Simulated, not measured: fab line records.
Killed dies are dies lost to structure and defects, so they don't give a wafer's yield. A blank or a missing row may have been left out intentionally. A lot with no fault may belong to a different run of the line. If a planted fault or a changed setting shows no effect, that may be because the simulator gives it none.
What tool caused it? | flow nandHarc | 45 wafers from 15 lots sampled at 4 of the route's 1159 steps

## WHAT EACH GAUGE READ, for each wafer
NHARC_P_GATE_CD_MEAS_91: target cd 2000 nm. Usual: cdNm reads 2000.1 nm (standard deviation 1.1).
lot  | measured     | on       | cdNm (nm)            | flag
L635 | day 5 18:15  | cdSem-01 | 2000.9 2000.8 2000.7 | 
L636 | day 5 17:56  | cdSem-03 | 1999.8 2000.9 1998.9 | 
L637 | day 6 00:19  | cdSem-02 | 1999.7 2000.0 2000.5 | 
L638 | day 6 00:58  | cdSem-01 | 2000.9 2001.0 2000.1 | 
L639 | day 6 07:34  | cdSem-01 | 2001.1 2001.2 2001.6 | 
L642 | day 7 02:35  | cdSem-03 | 1999.7 1999.1 1998.8 | 
L643 | day 7 03:22  | cdSem-02 | 1999.5 2000.0 2000.0 | 
L644 | day 7 16:57  | cdSem-03 | 2000.0 2000.9 1999.4 | 
L645 | day 7 17:14  | cdSem-01 | 1998.3 1998.6 1999.1 | 
L651 | day 9 11:46  | cdSem-01 | 1999.5 2000.7 1999.4 | 
L657 | day 10 16:10 | cdSem-03 | 2000.4 2000.5 2001.2 | 
L658 | day 10 22:04 | cdSem-01 | 2000.4 2000.7 2001.9 | 

## EACH LOT AND THE TOOL THAT RAN IT (in order: tool; ch and the chambers of the sampled wafers; start)
lot  | NHARC_P_ZERO_WELL_DESCUM_39      | NHARC_P_STI_ETCH_31              | NHARC_P_GATE_STRIP_76
L635 | rieDiel-06 ch 0,1,2, day 1 16:17 | rieDiel-11 ch 0,1,3, day 2 16:25 | plasmaAsher-01 ch 0,1, day 5 17:20
L636 | rieDiel-10 ch 2,3, day 1 22:18   | rieDiel-11 ch 0,1, day 2 16:19   | plasmaAsher-02 ch 0,1, day 5 16:58
L637 | rieDiel-06 ch 2,3, day 2 04:24   | rieDiel-03 ch 1,2, day 3 01:34   | plasmaAsher-02 ch 0,1, day 5 23:23
L638 | rieDiel-06 ch 1,2, day 2 10:17   | rieDiel-11 ch 0,1,3, day 3 07:01 | plasmaAsher-01 ch 0,1, day 6 00:01
L639 | rieDiel-10 ch 0,1,2, day 2 16:10 | rieDiel-11 ch 1,2,3, day 3 12:56 | plasmaAsher-02 ch 0,1, day 6 06:44
L642 | rieDiel-06 ch 1,3, day 3 10:16   | rieDiel-11 ch 1,3, day 4 07:59   | plasmaAsher-02 ch 0,1, day 7 01:40
L643 | rieDiel-05 ch 0,2,3, day 3 16:14 | rieDiel-03 ch 0,2,3, day 4 07:49 | plasmaAsher-01 ch 0,1, day 7 02:34
L644 | rieDiel-10 ch 0,1,3, day 3 22:47 | rieDiel-07 ch 0,2,3, day 4 22:28 | plasmaAsher-01 ch 0,1, day 7 16:10
L645 | rieDiel-06 ch 0,1,2, day 4 04:26 | rieDiel-03 ch 0,1,3, day 4 22:37 | plasmaAsher-02 ch 0,1, day 7 16:19
L647 | rieDiel-06 ch 2,3, day 4 16:11   | rieDiel-11 ch 0,1,3, day 5 11:22 | -
L648 | rieDiel-10 ch 1,2,3, day 4 22:34 | rieDiel-03 ch 0,1,2, day 5 17:26 | -
L649 | rieDiel-05 ch 0,2,3, day 5 04:26 | rieDiel-03 ch 0,1,2, day 5 23:32 | -
L651 | rieDiel-06 ch 0,1, day 5 16:11   | rieDiel-07 ch 0,2, day 6 11:08   | plasmaAsher-01 ch 0,1, day 9 10:59
L657 | rieDiel-10 ch 0,1,2, day 7 04:27 | rieDiel-03 ch 0,2,3, day 7 23:35 | plasmaAsher-02 ch 0,1, day 10 15:23
L658 | rieDiel-05 ch 2,3, day 7 10:25   | rieDiel-11 ch 1,2,3, day 8 05:39 | plasmaAsher-02 ch 1, day 10 21:08
- NHARC_P_ZERO_WELL_DESCUM_39: chemistry O2, time 3 s.
- NHARC_P_STI_ETCH_31: etches the open film in CF4/CHF3, target depth 108.9 nm, time 54.5 s.
- NHARC_P_GATE_STRIP_76: strips in O2.

## AS READ BY THE TOOLS THEMSELVES (means over the sampled wafers that have a number; for cases with no such wafer, the mark the record gives instead)
NHARC_P_ZERO_WELL_DESCUM_39. Usual: drypumpMotorCurrentA 5.8 A, standard deviation 0.61; mfcArSccm 0.007 sccm, standard deviation 0.0078; oesProductAu 1.002 a.u., standard deviation 0.0086; rfVppV 57.7 V, standard deviation 0.92; showerheadPlenumPTorr 1.92 Torr, standard deviation 0.069; throttleValvePct 11.310 %, standard deviation 0.0096.
lot  | tool       | drypumpMotorCurrentA (A) | mfcArSccm (sccm) | oesProductAu (a.u.) | rfVppV (V) | showerheadPlenumPTorr (Torr) | throttleValvePct (%) | flag
L635 | rieDiel-06 | 5.6                      | 0.008            | 0.996               | 58.1       | 1.93                         | 11.312               | 
L636 | rieDiel-10 | 5.7                      | 0.012            | 0.993               | 57.1       | 1.88                         | 11.308               | 
L637 | rieDiel-06 | 6.1                      | 0.007            | 0.999               | 57.5       | 1.85                         | 11.304               | 
L638 | rieDiel-06 | 5.1                      | 0.006            | 1.004               | 57.7       | 1.92                         | 11.314               | 
L639 | rieDiel-10 | 5.3                      | 0.009            | 0.996               | 58.8       | 1.92                         | 11.305               | 
L642 | rieDiel-06 | 5.4                      | 0.013            | 1.007               | 58.1       | 1.92                         | 11.312               | 
L643 | rieDiel-05 | 5.7                      | 0.001            | 1.005               | 57.6       | 1.99                         | 11.311               | 
L644 | rieDiel-10 | 5.9                      | 0.010            | 0.990               | 57.2       | 1.90                         | 11.313               | 
L645 | rieDiel-06 | 5.6                      | 0.008            | 1.005               | 57.8       | 1.93                         | 11.308               | 
L647 | rieDiel-06 | 6.5                      | 0.015            | 0.991               | 57.6       | 1.85                         | 11.309               | 
L648 | rieDiel-10 | 5.7                      | 0.008            | 0.993               | 57.7       | 1.90                         | 11.310               | 
L649 | rieDiel-05 | 5.7                      | 0.001            | 1.004               | 58.4       | 1.99                         | 11.303               | 
L651 | rieDiel-06 | 5.9                      | 0.012            | 0.995               | 57.5       | 1.97                         | 11.300               | 
L657 | rieDiel-10 | 5.4                      | 0.009            | 0.993               | 58.1       | 1.91                         | 11.309               | 
L658 | rieDiel-05 | 5.5                      | 0.000            | 1.010               | 58.0       | 2.04                         | 11.315               | 

NHARC_P_STI_ETCH_31. Usual: biasW 200.0 W, standard deviation 0.6; cf4FlowSccm 100.02 sccm, standard deviation 0.26; drypumpMotorCurrentA 5.7 A, standard deviation 0.37; mfcArSccm 0.009 sccm, standard deviation 0.012; oesProductAu 0.963 a.u., standard deviation 0.014; rfVppV 370.5 V, standard deviation 2.3; showerheadPlenumPTorr 1.57 Torr, standard deviation 0.067; throttleValvePct 16.803 %, standard deviation 0.0083.
lot  | tool       | biasW (W) | cf4FlowSccm (sccm) | drypumpMotorCurrentA (A) | mfcArSccm (sccm) | oesProductAu (a.u.) | rfVppV (V) | showerheadPlenumPTorr (Torr) | throttleValvePct (%) | flag
L635 | rieDiel-11 | 199.9     | 100.07             | 5.8                      | 0.015            | 0.956               | 370.0      | 1.57                         | 16.802               | 
L636 | rieDiel-11 | 200.1     | 100.09             | 5.6                      | 0.009            | 0.971               | 370.1      | 1.55                         | 16.805               | 
L637 | rieDiel-03 | 200.5     | 100.11             | 5.9                      | 0.000            | 0.967               | 371.8      | 1.58                         | 16.804               | 
L638 | rieDiel-11 | 200.8     | 99.70              | 5.7                      | 0.015            | 0.972               | 371.0      | 1.57                         | 16.803               | 
L639 | rieDiel-11 | 199.8     | 100.09             | 5.7                      | 0.006            | 0.960               | 371.8      | 1.61                         | 16.798               | 
L642 | rieDiel-11 | 200.5     | 99.87              | 5.7                      | 0.006            | 0.971               | 371.0      | 1.61                         | 16.800               | 
L643 | rieDiel-03 | 199.6     | 99.96              | 5.5                      | 0.002            | 0.967               | 370.9      | 1.58                         | 16.798               | 
L644 | rieDiel-07 | 199.8     | 99.91              | 5.9                      | 0.019            | 0.969               | 373.2      | 1.63                         | 16.805               | 
L645 | rieDiel-03 | 199.6     | 100.17             | 5.6                      | 0.002            | 0.965               | 368.4      | 1.52                         | 16.801               | 
L647 | rieDiel-11 | -         | -                  | -                        | -                | -                   | -          | -                            | -                    | OFF
L648 | rieDiel-03 | -         | -                  | -                        | -                | -                   | -          | -                            | -                    | OFF
L649 | rieDiel-03 | -         | -                  | -                        | -                | -                   | -          | -                            | -                    | OFF
L651 | rieDiel-07 | 199.4     | 99.93              | 5.6                      | 0.014            | 0.974               | 372.6      | 1.64                         | 16.809               | 
L657 | rieDiel-03 | 200.8     | 100.12             | 5.5                      | 0.002            | 0.962               | 370.6      | 1.58                         | 16.805               | 
L658 | rieDiel-11 | 200.2     | 100.00             | 5.7                      | 0.006            | 0.959               | 371.8      | 1.61                         | 16.806               | 

NHARC_P_GATE_STRIP_76. Usual: drypumpMotorCurrentA 5.7 A, standard deviation 0.49; heaterPowerW 351 W, standard deviation 47.
lot  | tool           | drypumpMotorCurrentA (A) | heaterPowerW (W) | flag
L635 | plasmaAsher-01 | 5.4                      | 362              | 
L636 | plasmaAsher-02 | 6.1                      | 320              | 
L637 | plasmaAsher-02 | 6.2                      | 322              | 
L638 | plasmaAsher-01 | 5.4                      | 358              | 
L639 | plasmaAsher-02 | 6.2                      | 320              | 
L642 | plasmaAsher-02 | 6.1                      | 312              | 
L643 | plasmaAsher-01 | 5.4                      | 365              | 
L644 | plasmaAsher-01 | 5.2                      | 400              | 
L645 | plasmaAsher-02 | 6.1                      | 314              | 
L651 | plasmaAsher-01 | 5.4                      | 364              | 
L657 | plasmaAsher-02 | 6.1                      | 323              | 
L658 | plasmaAsher-02 | 6.2                      | 338              | 

## THE ANSWER, worked out from the rows above alone
Rule: a lot counts as off when the mean over its wafers that have a number is more than 3 standard deviations away from the usual mean. Also off: a lot with no number at a reading for which 4 or more lots have one. The other lots that the step has rows for count as sound. The gauges are gone through in route order, then the tools' own readings, and for those a lot's mean is taken as printed above. At the first step where some lot is off, the reading lying furthest off is the one used; lots without a number count as furthest.
Off: L647, L648, L649 (NHARC_P_STI_ETCH_31, biasW). Without a number there: L647, L648, L649.
A tool fits if, at that step or a process step before it, it ran every lot that is off, and no sound lot after the first of them. Of those tried, none fits.

## WHAT THE SIMULATOR PUT IN
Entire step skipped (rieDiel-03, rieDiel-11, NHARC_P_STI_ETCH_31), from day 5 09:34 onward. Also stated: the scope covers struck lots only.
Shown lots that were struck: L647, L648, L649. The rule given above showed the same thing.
